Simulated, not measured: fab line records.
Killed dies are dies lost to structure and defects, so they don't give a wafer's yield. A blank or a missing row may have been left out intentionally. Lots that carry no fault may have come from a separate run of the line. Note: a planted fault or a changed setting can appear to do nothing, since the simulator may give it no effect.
Matching of chambers :: flow n5-finfet :: 3 sister chambers for N5_SD_EPI_N_ETCH_35 on rie-diel-01
The step etches SOC in N2/H2, overetch 108 nm, time 486 s. 16 wafers are shown with their chamber, then 8 later ones without.

## EACH WAFER AND ITS CHAMBER
wafer: L075.1
chamber: 3
drypump-motor-current-A (A): 5.2
throttle-valve-pct (%): 23.6
showerhead-plenum-p-Torr (Torr): 2.49

wafer: L075.3
chamber: 2
drypump-motor-current-A (A): 5.8
throttle-valve-pct (%): 24.5
showerhead-plenum-p-Torr (Torr): 2.54

wafer: L075.6
chamber: 2
drypump-motor-current-A (A): 5.8
throttle-valve-pct (%): 24.5
showerhead-plenum-p-Torr (Torr): 2.54

wafer: L078.2
chamber: 0
drypump-motor-current-A (A): 5.1
throttle-valve-pct (%): 23.3
showerhead-plenum-p-Torr (Torr): 2.48

wafer: L078.3
chamber: 3
drypump-motor-current-A (A): 5.2
throttle-valve-pct (%): 23.6
showerhead-plenum-p-Torr (Torr): 2.49

wafer: L078.5
chamber: 0
drypump-motor-current-A (A): 5.1
throttle-valve-pct (%): 23.2
showerhead-plenum-p-Torr (Torr): 2.48

wafer: L082.1
chamber: 2
drypump-motor-current-A (A): 5.8
throttle-valve-pct (%): 24.5
showerhead-plenum-p-Torr (Torr): 2.54

wafer: L082.2
chamber: 3
drypump-motor-current-A (A): 5.2
throttle-valve-pct (%): 23.6
showerhead-plenum-p-Torr (Torr): 2.48

wafer: L082.4
chamber: 0
drypump-motor-current-A (A): 5.1
throttle-valve-pct (%): 23.3
showerhead-plenum-p-Torr (Torr): 2.48

wafer: L083.1
chamber: 2
drypump-motor-current-A (A): 5.7
throttle-valve-pct (%): 24.5
showerhead-plenum-p-Torr (Torr): 2.54

wafer: L083.3
chamber: 0
drypump-motor-current-A (A): 5.1
throttle-valve-pct (%): 23.3
showerhead-plenum-p-Torr (Torr): 2.48

wafer: L083.6
chamber: 0
drypump-motor-current-A (A): 5.1
throttle-valve-pct (%): 23.3
showerhead-plenum-p-Torr (Torr): 2.48

wafer: L087.2
chamber: 3
drypump-motor-current-A (A): 5.2
throttle-valve-pct (%): 23.7
showerhead-plenum-p-Torr (Torr): 2.48

wafer: L087.5
chamber: 2
drypump-motor-current-A (A): 5.8
throttle-valve-pct (%): 24.5
showerhead-plenum-p-Torr (Torr): 2.53

wafer: L087.6
chamber: 3
drypump-motor-current-A (A): 5.2
throttle-valve-pct (%): 23.7
showerhead-plenum-p-Torr (Torr): 2.48

wafer: L089.1
chamber: 2
drypump-motor-current-A (A): 5.8
throttle-valve-pct (%): 24.5
showerhead-plenum-p-Torr (Torr): 2.53

SIGNATURES (averages over the wafers above)
reading: drypump-motor-current-A
chamber 0: 5.100
chamber 2: 5.783
chamber 3: 5.200
scatter within a chamber: 0.0253

reading: throttle-valve-pct
chamber 0: 23.280
chamber 2: 24.500
chamber 3: 23.640
scatter within a chamber: 0.0392

reading: showerhead-plenum-p-Torr
chamber 0: 2.4800
chamber 2: 2.5367
chamber 3: 2.4840
scatter within a chamber: 0.00441
Rule: for a wafer and a chamber, the distance is found by dividing, reading by reading, the gap between the wafer's reading and the chamber's mean by the reading's scatter, squaring, summing and taking the root. If the next closest chamber is less than 2 further off than the closest, the wafer can't be placed; otherwise it belongs to the closest. How the scatter is found: for the shown wafers, subtract from each reading the mean of its chamber, square and add these, divide the total by (wafers less chambers), then take the root.

## WAFERS MISSING THEIR CHAMBER
wafer: L089.3
drypump-motor-current-A (A): 5.1
throttle-valve-pct (%): 23.3
showerhead-plenum-p-Torr (Torr): 2.47

wafer: L089.5
drypump-motor-current-A (A): 5.8
throttle-valve-pct (%): 24.5
showerhead-plenum-p-Torr (Torr): 2.53

wafer: L092.1
drypump-motor-current-A (A): 5.1
throttle-valve-pct (%): 23.3
showerhead-plenum-p-Torr (Torr): 2.47

wafer: L092.2
drypump-motor-current-A (A): 5.8
throttle-valve-pct (%): 24.5
showerhead-plenum-p-Torr (Torr): 2.52

wafer: L092.6
drypump-motor-current-A (A): 5.1
throttle-valve-pct (%): 23.3
showerhead-plenum-p-Torr (Torr): 2.47

wafer: L094.1
drypump-motor-current-A (A): 5.8
throttle-valve-pct (%): 24.5
showerhead-plenum-p-Torr (Torr): 2.52

wafer: L094.5
drypump-motor-current-A (A): 5.1
throttle-valve-pct (%): 23.3
showerhead-plenum-p-Torr (Torr): 2.47

wafer: L094.6
drypump-motor-current-A (A): 5.2
throttle-valve-pct (%): 23.7
showerhead-plenum-p-Torr (Torr): 2.47

## WHICH CHAMBER EACH ONE RAN IN
wafer: L089.3
from the rows above: 0
in truth: 0

wafer: L089.5
from the rows above: 2
in truth: 2

wafer: L092.1
from the rows above: 0
in truth: 0

wafer: L092.2
from the rows above: 2
in truth: 2

wafer: L092.6
from the rows above: 0
in truth: 0

wafer: L094.1
from the rows above: 2
in truth: 2

wafer: L094.5
from the rows above: 0
in truth: 0

wafer: L094.6
from the rows above: 3
in truth: 3
Correctly placed: 8 of 8. Not placeable from these rows: 0. Placed wrongly: 0.
